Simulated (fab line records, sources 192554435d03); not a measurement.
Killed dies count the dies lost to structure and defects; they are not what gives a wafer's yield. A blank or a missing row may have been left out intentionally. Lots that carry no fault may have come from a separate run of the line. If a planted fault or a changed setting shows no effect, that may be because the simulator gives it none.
One fault through the eyes of 3 desks | flow n5 finfet | what lay behind the numbers comes last; until then each desk has only its own

== METROLOGY DESK ==
What the gauges read, lot by lot, whatever tool the lot ran on: means of the sampled wafers that have a number. Any lot whose mean is over 4 standard deviations away from the usual mean is out of limits and marked OUT; that distance is given in the brackets.
Columns: A = V4_OVL at N5_BEOL_M5_OVL_MEAS_29, usual 0.1 nm
lot  | first seen here | A
L335 | day 9 11:00     | 0.5
L336 | day 9 14:38     | 0.6
L342 | day 10 22:40    | 0.4
L343 | day 11 09:06    | 1.4
L348 | day 12 15:25    | 0.1
L350 | day 13 00:24    | 0.6
L352 | day 13 18:38    | 0.6
L353 | day 13 21:55    | -0.2
L355 | day 14 06:20    | -1.1
L356 | day 14 10:38    | -0.6
L357 | day 14 22:13    | 1.2
L358 | day 15 10:05    | 0.2
This desk found nothing out of limits on any of the 12 lots.

== AT THE TOOL OWNER'S DESK: litho track-03 ==
The tool's own readings at N5_BEOL_M5_COAT_74 (time 60 s, resist thk 5 nm): means of the sampled wafers that have a number, for each lot that ran on this tool. Any lot whose mean is over 4 standard deviations away from the usual mean is out of limits and marked OUT; that distance is given in the brackets.
Columns: A = spin speed rpm at N5_BEOL_M5_COAT_74, usual 1500.1 rpm
lot  | first seen here | A
L335 | day 9 10:34     | 1499.3
L342 | day 10 22:21    | 1610.3 (+99 or more) OUT
L343 | day 11 08:43    | 1610.6 (+99 or more) OUT
L348 | day 12 14:59    | 1610.6 (+99 or more) OUT
L357 | day 14 21:55    | 1500.9
This desk's verdict: out of limits on L342, L343, L348, starting with L342 at day 10 22:21 (spin speed rpm at N5_BEOL_M5_COAT_74). L335, L357: within limits.

== THE DEFECT DESK ==
Lot by lot, what the route's inspections counted, given as the mean of those sampled wafers with a number. Any lot whose mean is over 4 standard deviations away from the usual mean is out of limits and marked OUT; that distance is given in the brackets.
Columns: A = raw defect count at N5_BEOL_M4_INSPECT_59, usual 71
lot  | first seen here | A
L335 | day 9 06:17     | 57
L336 | day 9 10:08     | 43
L342 | day 10 18:20    | 76
L343 | day 11 01:56    | 72
L348 | day 12 10:59    | 63
L350 | day 12 16:07    | 52
L352 | day 13 13:17    | 67
L353 | day 13 18:04    | 46
L355 | day 14 03:18    | 129
L356 | day 14 05:28    | 71
L357 | day 14 15:40    | 70
L358 | day 15 06:10    | 61
This desk found nothing out of limits on any of the 12 lots.

== TAKEN TOGETHER ==
The tool owner's desk had the chance to raise an alarm at day 10 22:21 on L342, L343, L348.
At the metrology desk, nothing out of limits was observed.
Nothing the defect desk looked at was out of limits.
The metrology desk has L342, L343, L348 on record, within its limits.
The defect desk has L342, L343, L348 on record, within its limits.
Of the lots named, all ran N5_BEOL_M5_COAT_74 on litho track-03.

== WHAT THE SIMULATOR HAD INSERTED ==
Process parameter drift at N5_BEOL_M5_COAT_74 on litho track-03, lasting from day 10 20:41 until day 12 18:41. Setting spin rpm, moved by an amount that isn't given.
Lots struck among those shown: L342, L343, L348.
Each desk's first reading out of limits, in hours after the fault started: the tool owner's desk, 2.
